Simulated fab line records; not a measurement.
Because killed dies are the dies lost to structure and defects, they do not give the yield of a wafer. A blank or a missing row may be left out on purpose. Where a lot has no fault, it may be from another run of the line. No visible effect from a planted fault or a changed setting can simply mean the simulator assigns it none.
fab line records | flow nand_harc
record lots=13 | wafers=36 | last_day=33
route steps=1302 shown A_CHANNEL_HOLE_D1@464 A_CHANNEL_FILL_D1@492 END@1302
lots that met no fault: from a run of the same line without faults
start_h: the number of hours between the record's first day and the start of the first shown wafer of the lot | wait_h: hours since the lot's step before | " repeats the value in the row above | L1.1+2: several wafers, shown together as one row | - no value present, or no start provided | * or withheld: withheld | < > ~ a bound
route shown NAME@n: NAME is a module with steps in the file, n the number in the route of the first one | usual: mean and standard deviation over wafers with no fault | same: alike in all rows | chamber/n: place in a boat | sites: readings site by site | _std_site: standard deviation across them | _edge_site: inner sites' mean taken away from outer sites' mean | radius_mm: for every site, how far away it sits from the centre of the wafer | mask NAME#n: copy n | behind: tool/chamber where the wafer was last shaped | hold: what put the lot on hold/how long, in hours/how the hold closed | device: which transistor (n, p or np) failed to switch | end of line: the route-end tests of the same wafers | for a step that has no rows: nothing shown but its recipe | killed: the dies lost at the first sort to structure and to defects; this is not the yield of the wafer | map: a wafer's dies, x killed, . not, _ none there
set.NAME: the setting as run; set.NAME@STEP: as run at that earlier step | model.NAME: the simulator's own value behind a step, which no gauge read
route steps across a sampled set of lots; one table per step, one row per wafer
services: a tool's chamber out of use, with start hour (start_h, from the record's first day; less than 0 if before it), hours out, and reason
## steps
# step NHARC_A_CHANNEL_HOLE_D1_INSPECT_12
# usual raw_defect_count=6/3.5
lot.wafer | tool              | chamber | start_h | wait_h | raw_defect_count
L291.1    | defect_inspect-02 | -       | 190.36  | 0.0    | 12
L291.2    | "                 | -       | "       | "      | 6
L291.5    | "                 | -       | "       | "      | 6
L293.1    | defect_inspect-01 | -       | 213.21  | 0.0    | 8
L293.5    | "                 | -       | "       | "      | 7
L293.6    | "                 | -       | "       | "      | 7
L294.2    | defect_inspect-01 | -       | 215.13  | 0.0    | 7
L294.4    | "                 | -       | "       | "      | 4
L294.5    | "                 | -       | "       | "      | 7
L295.2    | defect_inspect-02 | -       | 222.61  | 0.0    | 7
L295.3    | "                 | -       | "       | "      | 0
L295.5    | "                 | -       | "       | "      | 9
L296.4    | defect_inspect-02 | -       | 238.92  | 0.0    | 6
L296.5    | "                 | -       | "       | "      | 6
L296.6    | "                 | -       | "       | "      | 5
L298.4    | defect_inspect-02 | -       | 258.06  | 0.0    | 4
L298.5    | "                 | -       | "       | "      | 2
L298.6    | "                 | -       | "       | "      | 5
L302.1    | defect_inspect-02 | -       | 295.88  | 0.0    | 4
L302.2    | "                 | -       | "       | "      | 4
L302.6    | "                 | -       | "       | "      | 12
L304.1    | defect_inspect-01 | -       | 320.02  | 0.0    | 9
L304.4    | "                 | -       | "       | "      | 18
L303.1    | defect_inspect-01 | -       | 320.79  | 0.0    | 9
L303.4    | "                 | -       | "       | "      | 17
L305.4    | defect_inspect-02 | -       | 332.57  | 0.0    | 9
L305.6    | "                 | -       | "       | "      | 6
L311.2    | defect_inspect-02 | -       | 392.44  | 0.0    | 4
L311.4    | "                 | -       | "       | "      | 9
L311.5    | "                 | -       | "       | "      | 4
L312.1    | defect_inspect-02 | -       | 399.13  | 0.0    | 5
L312.4    | "                 | -       | "       | "      | 2
L312.5    | "                 | -       | "       | "      | 4
L313.2    | defect_inspect-02 | -       | 409.41  | 0.0    | 2
L313.3    | "                 | -       | "       | "      | 11
L313.6    | "                 | -       | "       | "      | 9
# step NHARC_A_CHANNEL_HOLE_D1_ETCH_44
# recipe target_depth_a=1400 | overetch_a=140 | time_s=77 | ion_energy_ev=100 | cf4_flow_sccm=80 | o2_flow_sccm=20 | ar_flow_sccm=0 | rf_w=300 | bias_w=100 | chemistry=CF4/O2
# usual drypump_motor_current_A=5.7/0.47 | oes_f_703_au=1.000/0.0046 | oes_product_au=0.998/0.013 | rf_vpp_V=197.2/1.2 | showerhead_plenum_p_Torr=1.31/0.036 | throttle_valve_pct=13.398/0.0082
lot.wafer | tool        | chamber | start_h | wait_h | drypump_motor_current_A | oes_f_703_au | oes_product_au | rf_hours_counter_h | rf_vpp_V | showerhead_plenum_p_Torr | throttle_valve_pct
L291.2    | rie_diel-09 | 0       | 196.55  | 0.1    | 5.2                     | 1.003        | 1.009          | 11                 | 199.3    | 1.33                     | 13.403
L291.1    | "           | 1       | "       | "      | 6.2                     | 0.996        | 1.006          | 11                 | 199.9    | 1.39                     | 13.400
L291.5    | "           | 1       | "       | "      | 6.2                     | 0.990        | 0.999          | -                  | 200.7    | 1.39                     | 13.397
L293.1    | rie_diel-10 | 3       | 219.19  | 0.0    | 6.3                     | 1.003        | 0.994          | 12                 | 197.1    | 1.30                     | 13.401
L293.5    | "           | 3       | "       | "      | 6.3                     | 0.999        | 0.979          | -                  | 198.0    | 1.30                     | 13.405
L293.6    | "           | 0       | "       | "      | 6.1                     | 0.994        | 0.994          | -                  | 198.7    | 1.35                     | 13.398
L294.4    | rie_diel-10 | 1       | 221.56  | 0.1    | 5.6                     | 1.001        | 0.993          | 12                 | 198.7    | 1.30                     | 13.398
L294.2    | "           | 3       | "       | "      | 6.4                     | 0.995        | 0.992          | 12                 | 196.7    | 1.30                     | 13.391
L294.5    | "           | 1       | "       | "      | 5.6                     | 0.994        | 0.997          | -                  | 195.0    | 1.30                     | 13.384
L295.2    | rie_diel-02 | 2       | 231.31  | 0.1    | 5.7                     | 0.991        | 1.013          | 2                  | 194.8    | 1.27                     | 13.402
L295.3    | "           | 1       | "       | "      | 6.0                     | 1.000        | 1.006          | 2                  | 198.2    | 1.36                     | 13.402
L295.5    | "           | 3       | "       | "      | 5.2                     | 0.998        | 1.009          | -                  | 197.3    | 1.27                     | 13.414
L296.4    | rie_diel-02 | 3       | 244.89  | 0.1    | 5.2                     | 0.999        | 0.999          | 5                  | 196.5    | 1.27                     | 13.382
L296.5    | "           | 3       | "       | "      | 5.2                     | 1.003        | 1.005          | -                  | 198.0    | 1.27                     | 13.395
L296.6    | "           | 0       | "       | "      | 6.1                     | 1.001        | 0.996          | -                  | 196.4    | 1.34                     | 13.399
L298.4    | rie_diel-09 | 0       | 268.56  | 0.1    | 5.2                     | 1.001        | 0.992          | 32                 | 198.1    | 1.33                     | 13.394
L298.6    | "           | 2       | "       | "      | 5.7                     | 0.997        | 1.004          | -                  | 199.0    | 1.40                     | 13.405
L298.5    | "           | 3       | "       | "      | 5.9                     | 1.004        | 1.012          | -                  | 195.6    | 1.28                     | 13.408
L302.1    | rie_diel-10 | 0       | 301.87  | 0.1    | 6.1                     | 0.992        | 1.002          | 4                  | 199.6    | 1.35                     | 13.391
L302.2    | "           | 1       | "       | "      | 5.6                     | 0.997        | 0.980          | 5                  | 197.5    | 1.29                     | 13.403
L302.6    | "           | 3       | "       | "      | 6.3                     | 1.008        | 0.997          | -                  | 196.5    | 1.29                     | 13.392
L304.1    | rie_diel-10 | 3       | 326.01  | 0.1    | 6.3                     | 0.998        | 1.015          | 5                  | 197.7    | 1.29                     | 13.405
L304.4    | "           | 2       | "       | "      | 5.0                     | 1.006        | 1.006          | 6                  | 195.6    | 1.28                     | 13.403
L303.1    | rie_diel-10 | 0       | 326.97  | 0.1    | 6.0                     | 1.001        | 0.990          | 6                  | 198.5    | 1.35                     | 13.390
L303.4    | "           | 2       | "       | "      | 4.9                     | 0.999        | 0.995          | 7                  | 196.1    | 1.28                     | 13.412
L305.4    | rie_diel-10 | 3       | 340.22  | 0.1    | 6.3                     | 1.009        | 0.998          | 7                  | 195.4    | 1.29                     | 13.406
L305.6    | "           | 3       | "       | "      | 6.3                     | 1.000        | 0.993          | -                  | 196.5    | 1.29                     | 13.413
L311.4    | rie_diel-10 | 3       | 405.09  | 0.1    | 6.3                     | 1.004        | 0.994          | 11                 | 195.8    | 1.29                     | 13.409
L311.2    | "           | 1       | "       | "      | 5.6                     | 1.007        | 0.972          | 13                 | 196.6    | 1.29                     | 13.389
L311.5    | "           | 3       | "       | "      | 6.4                     | 0.995        | 0.995          | -                  | 197.0    | 1.29                     | 13.389
L312.1    | rie_diel-02 | 0       | 407.08  | 0.1    | 6.1                     | 1.002        | 1.007          | 1                  | 196.7    | 1.33                     | 13.400
L312.4    | "           | 2       | "       | "      | 5.7                     | 0.998        | 0.988          | 1                  | 197.4    | 1.26                     | 13.409
L312.5    | "           | 0       | "       | "      | 6.1                     | 0.996        | 1.009          | -                  | 198.5    | 1.33                     | 13.395
L313.3    | rie_diel-10 | 0       | 417.31  | 0.1    | 6.0                     | 0.995        | 0.990          | 12                 | 198.6    | 1.35                     | 13.403
L313.2    | "           | 1       | "       | "      | 5.6                     | 0.996        | 0.977          | 14                 | 196.9    | 1.29                     | 13.392
L313.6    | "           | 2       | "       | "      | 4.9                     | 0.994        | 0.994          | -                  | 196.1    | 1.28                     | 13.389
# step NHARC_A_CHANNEL_FILL_D1_ALD_02
# recipe target_thk_a=60 | pulse_time_s=10 | ald_cycles=60 | temp_c=300 | material=SiO2
# usual ald_cycles=60/0 | heater_power_w=447/39 | precursor_pulse_height_rel=1.000/0.019
lot.wafer | tool      | chamber | start_h | wait_h | ald_cycles | heater_power_w | precursor_pulse_height_rel
L291.1    | ald_hk-02 | 2       | 197.72  | -      | 60         | 414            | 0.970
L291.2    | "         | 1       | "       | "      | 60         | 477            | 0.998
L291.5    | "         | 2       | "       | "      | 60         | 421            | 0.991
L293.1    | ald_hk-01 | 1       | 220.73  | -      | 60         | 364            | 1.009
L293.5    | "         | 3       | "       | "      | 60         | 439            | 1.000
L293.6    | "         | 0       | "       | "      | 60         | 477            | 0.940
L294.2    | ald_hk-01 | 3       | 222.97  | -      | 60         | 422            | 0.997
L294.4    | "         | 1       | "       | "      | 60         | 372            | 1.020
L294.5    | "         | 0       | "       | "      | 60         | 468            | 0.984
L295.2    | ald_hk-02 | 2       | 232.49  | -      | 60         | 411            | 0.983
L295.3    | "         | 1       | "       | "      | 60         | 473            | 1.020
L295.5    | "         | 3       | "       | "      | 60         | 515            | 0.997
L296.4    | ald_hk-01 | 0       | 246.28  | -      | 60         | 461            | 0.992
L296.5    | "         | 1       | "       | "      | 60         | 368            | 0.988
L296.6    | "         | 2       | "       | "      | 60         | 422            | 1.012
L298.4    | ald_hk-01 | 1       | 269.89  | -      | 60         | 385            | 1.002
L298.6    | "         | 3       | "       | "      | 60         | 451            | 0.994
L298.5    | "         | 0       | "       | "      | 60         | 479            | 1.002
L302.1    | ald_hk-03 | 0       | 303.04  | -      | 60         | 453            | 1.011
L302.2    | "         | 3       | "       | "      | 60         | 388            | 0.992
L302.6    | "         | 0       | "       | "      | 60         | 456            | 1.026
L304.1    | ald_hk-03 | 1       | 328.12  | -      | 60         | 446            | 1.004
L304.4    | "         | 3       | "       | "      | 48         | 388            | 0.972
L303.4    | ald_hk-03 | 2       | 328.48  | -      | 48         | 463            | 1.029
L303.1    | "         | 0       | "       | "      | 60         | 465            | 0.995
L305.4    | ald_hk-03 | 0       | 341.47  | -      | 48         | 457            | 0.986
L305.6    | "         | 3       | "       | "      | 48         | 387            | 0.994
L311.2    | ald_hk-02 | 3       | 406.33  | -      | 60         | 492            | 1.015
L311.4    | "         | 1       | "       | "      | 60         | 497            | 1.000
L311.5    | "         | 3       | "       | "      | 60         | 485            | 0.988
L312.1    | ald_hk-01 | 3       | 408.26  | -      | 60         | 426            | 0.979
L312.4    | "         | 1       | "       | "      | 60         | 391            | 0.999
L312.5    | "         | 3       | "       | "      | 60         | 400            | 1.004
L313.3    | ald_hk-01 | 0       | 418.85  | -      | 60         | 454            | 0.998
L313.2    | "         | 1       | "       | "      | 60         | 397            | 1.003
L313.6    | "         | 0       | "       | "      | 60         | 448            | 0.986
# step NHARC_A_CHANNEL_FILL_D1_ETCHBACK_20
# recipe target_depth_a=270 | time_s=13.5 | c4f8_flow_sccm=withheld | o2_flow_sccm=8 | ar_flow_sccm=withheld | rf_w=600 | bias_w=1500 | chemistry=C4F8/O2/Ar
# usual oes_product_au=0.96/0.038 | rf_vpp_V=979/5.1
lot.wafer | tool        | chamber | start_h | wait_h | oes_product_au | rf_hours_counter_h | rf_vpp_V
L291.1    | rie_diel-06 | 2       | 222.84  | -      | 0.91           | 5.3                | 970
L291.2    | "           | 0       | "       | "      | 0.97           | 3.5                | 981
L291.5    | "           | 2       | "       | "      | 0.93           | -                  | 971
L294.4    | rie_diel-11 | 1       | 244.68  | -      | 0.94           | 7.4                | 986
L294.2    | "           | 0       | "       | "      | 0.91           | 7.5                | 983
L294.5    | "           | 1       | "       | "      | 0.94           | -                  | 989
L293.1    | rie_diel-07 | 1       | 244.68  | -      | 0.93           | 7.0                | 972
L293.6    | "           | 1       | "       | "      | 0.92           | -                  | 971
L293.5    | "           | 2       | "       | "      | 0.95           | -                  | 983
L295.3    | rie_diel-07 | 3       | 258.21  | -      | 0.96           | 7.2                | 979
L295.2    | "           | 2       | "       | "      | 0.99           | 6.6                | 986
L295.5    | "           | 3       | "       | "      | 0.96           | -                  | 979
L296.4    | rie_diel-06 | 0       | 270.14  | -      | 0.91           | 5.4                | 979
L296.6    | "           | 2       | "       | "      | 0.91           | -                  | 971
L296.5    | "           | 3       | "       | "      | 0.92           | -                  | 982
L298.4    | rie_diel-07 | 1       | 293.73  | -      | 1.01           | 9.8                | 970
L298.5    | "           | 1       | "       | "      | 1.02           | -                  | 974
L298.6    | "           | 2       | "       | "      | 1.02           | -                  | 984
L302.2    | rie_diel-11 | 0       | 329.63  | -      | 1.02           | 1.9                | 981
L302.1    | "           | 2       | "       | "      | 1.00           | 2.1                | 980
L302.6    | "           | 0       | "       | "      | 1.00           | -                  | 981
L304.4    | rie_diel-11 | 0       | 352.20  | -      | 1.00           | 3.1                | 980
L304.1    | "           | 3       | "       | "      | 0.93           | 3.0                | 983
L303.1    | rie_diel-06 | 1       | 352.22  | -      | 1.01           | 1.4                | 977
L303.4    | "           | 2       | "       | "      | 1.00           | 2.1                | 971
L305.4    | rie_diel-07 | 2       | 367.87  | -      | 1.01           | 3.0                | 986
L305.6    | "           | 1       | "       | "      | 1.00           | -                  | 971
L311.2    | rie_diel-06 | 0       | 430.36  | -      | 0.99           | 5.6                | 980
L311.4    | "           | 2       | "       | "      | 1.00           | 6.8                | 971
L311.5    | "           | 0       | "       | "      | 0.99           | -                  | 981
L312.1    | rie_diel-07 | 2       | 430.37  | -      | 0.93           | 6.3                | 985
L312.5    | "           | 2       | "       | "      | 0.93           | -                  | 985
L312.4    | "           | 0       | "       | "      | 0.93           | -                  | 977
L313.3    | rie_diel-06 | 1       | 443.65  | -      | 0.92           | 6.9                | 976
L313.2    | "           | 3       | "       | "      | 0.92           | 7.1                | 982
L313.6    | "           | 2       | "       | "      | 0.94           | -                  | 970
# step NHARC_END_SORT_01
# recipe temp_c=25
# usual killed_at_array=52/18 | killed_at_other=1.0/1.4 | killed_at_periphery=3.1/2.3 | killed_dies=56/17 | killed_open=3.0/1.7 | killed_short=2.5/1.7
# same gross_dies=677
lot.wafer | tool      | chamber | start_h | wait_h | killed_at_array | killed_at_other | killed_at_periphery | killed_dies | killed_open | killed_short
L304.1    | prober-01 | 0       | 683.59  | 2.6    | 58              | 1               | 2                   | 61          | 2           | 1
L304.4    | prober-01 | 0       | 685.99  | 3.4    | 67              | 4               | 3                   | 74          | 4           | 0
L302.1    | prober-02 | 0       | 684.76  | 2.5    | 39              | 2               | 3                   | 44          | 2           | 3
L302.2    | prober-02 | 0       | 685.56  | 2.8    | 44              | 1               | 2                   | 47          | 5           | 8
L302.6    | prober-02 | 0       | 688.75  | 4.0    | 37              | 1               | 1                   | 39          | 3           | 2
L305.4    | prober-02 | 0       | 712.23  | 3.4    | 65              | 1               | 1                   | 67          | 4           | 0
L305.6    | prober-02 | 0       | 713.82  | 4.0    | 86              | 0               | 4                   | 90          | 4           | 3
# killed by level:class
L304.1 A_CHANNEL_HOLE_D1:chamber_film_flake=31 A_CHANNEL_HOLE_D2:chamber_film_flake=11 A_CONTACT:chamber_film_flake=5 A_STAIRCASE:chamber_film_flake=4 A_ZERO_WELL:chamber_film_flake=3 P_M2:chamber_film_flake=2 A_CHANNEL_FILL_D2:geometric_particle:open=1 A_WL_FILL:geometric_particle:short=1
L302.1 A_CHANNEL_HOLE_D2:chamber_film_flake=17 A_CONTACT:chamber_film_flake=5 A_CHANNEL_HOLE_D1:chamber_film_flake=4 A_SLIT:chamber_film_flake=3 A_CHANNEL_FILL_D2:chamber_film_flake=2 A_STAIRCASE:chamber_film_flake=2 A_WL_FILL:chamber_film_flake=2 THIN_TSV:chamber_film_flake=2
L302.2 A_CHANNEL_HOLE_D2:chamber_film_flake=10 A_WL_FILL:chamber_film_flake=8 A_CONTACT:chamber_film_flake=5 A_CHANNEL_FILL_D1:geometric_particle:short=3 A_CHANNEL_FILL_D2:geometric_particle:short=3 A_CHANNEL_HOLE_D1:chamber_film_flake=3 A_SLIT:chamber_film_flake=3 A_CHANNEL_FILL_D1:geometric_particle:open=2
L304.4 A_CHANNEL_HOLE_D1:chamber_film_flake=33 A_CHANNEL_HOLE_D2:chamber_film_flake=15 A_M1:chamber_film_flake=6 A_ZERO_WELL:chamber_film_flake=4 A_CONTACT:chamber_film_flake=3 P_M2:chamber_film_flake=2 STARTING-WAFER:geometric_particle:open=2 A_STAIRCASE:chamber_film_flake=2
L302.6 A_CHANNEL_HOLE_D2:chamber_film_flake=13 A_WL_FILL:chamber_film_flake=7 A_CONTACT:chamber_film_flake=4 A_ZERO_WELL:chamber_film_flake=2 A_CHANNEL_HOLE_D1:chamber_film_flake=2 A_STAIRCASE:chamber_film_flake=2 A_SLIT:chamber_film_flake=2 A_ONON_D1:geometric_particle:open=1
L305.4 A_CHANNEL_HOLE_D1:chamber_film_flake=24 A_SLIT:chamber_film_flake=22 A_CHANNEL_HOLE_D2:chamber_film_flake=11 A_WL_FILL:chamber_film_flake=4 P_M1:geometric_particle:open=1 A_DECK1_JOINT:geometric_particle:open=1 A_WL_FILL:geometric_particle:open=1 A_M1:geometric_particle:open=1
L305.6 A_CHANNEL_HOLE_D1:chamber_film_flake=28 A_SLIT:chamber_film_flake=24 A_CHANNEL_HOLE_D2:chamber_film_flake=22 A_CONTACT:chamber_film_flake=3 A_STAIRCASE:chamber_film_flake=2 A_WL_FILL:chamber_film_flake=2 P_CONTACT:geometric_particle:open=1 P_M0:geometric_particle:short=1
## services
tool        | chamber | start_h | hours | kind
rie_diel-02 | 0       | 173.06  | 6.3   | repair
ald_hk-02   | -       | 173.27  | 10.0  | pm
rie_diel-02 | 1       | 175.62  | 11.2  | repair
rie_diel-10 | 0       | 186.44  | 9.7   | repair
rie_diel-10 | 0       | 204.77  | 7.2   | repair
rie_diel-10 | 1       | 206.47  | 4.1   | repair
ald_hk-03   | -       | 214.16  | 10.0  | pm
rie_diel-02 | -       | 217.35  | 9.0   | pm
rie_diel-10 | -       | 242.50  | 9.0   | pm
rie_diel-02 | 0       | 246.34  | 2.0   | repair
rie_diel-06 | -       | 279.08  | 1.6   | repair
rie_diel-07 | -       | 294.27  | 9.0   | pm
ald_hk-01   | -       | 300.83  | 10.0  | pm
rie_diel-06 | -       | 307.22  | 9.0   | pm
rie_diel-06 | 0       | 365.45  | 3.4   | repair
rie_diel-10 | 0       | 366.22  | 3.1   | repair
rie_diel-10 | 3       | 380.62  | 2.5   | repair
rie_diel-10 | 0       | 391.42  | 5.9   | repair
rie_diel-07 | 0       | 393.57  | 3.6   | repair
rie_diel-10 | -       | 419.50  | 9.0   | pm
rie_diel-07 | 3       | 426.03  | 10.1  | repair
rie_diel-06 | 3       | 433.75  | 5.8   | repair
rie_diel-07 | 1       | 437.13  | 12.1  | repair
rie_diel-06 | 0       | 439.41  | 8.5   | repair
## key
first_sign step=NHARC_A_CHANNEL_FILL_D1_ALD_02 | reading=ald_cycles | direction=down | sigmas=99+ | usual=60 | struck=48
effect none on later readings
met_at NHARC_A_CHANNEL_FILL_D1_ALD_02
struck_lots L303,L304,L305
struck_wafers L303.4,L304.4,L305.4,L305.6
tester_left_out L303,L304,L305
not_acting_at NHARC_A_CHANNEL_HOLE_D1_INSPECT_12,NHARC_A_CHANNEL_HOLE_D1_ETCH_44,NHARC_A_CHANNEL_FILL_D1_ETCHBACK_20
fault kind=process_parameter_drift | tool=ald_hk-03 | chamber=- | onset_h=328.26 | steps=NHARC_A_CHANNEL_FILL_D1_ALD_02 | channel=ald_cycles | offset=-12 | shape=step | end_h=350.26 | scope=struck_wafers_only | acts_in=these_recipes_only | stated=60
# tester_left_out: of these lots the tester's yield and bins aren't shown, on N5 and GAA mostly nor the transistor test; their killed dies are dies lost to structure and defects alone, not to doping, threshold or leakage, so they don't give the yield
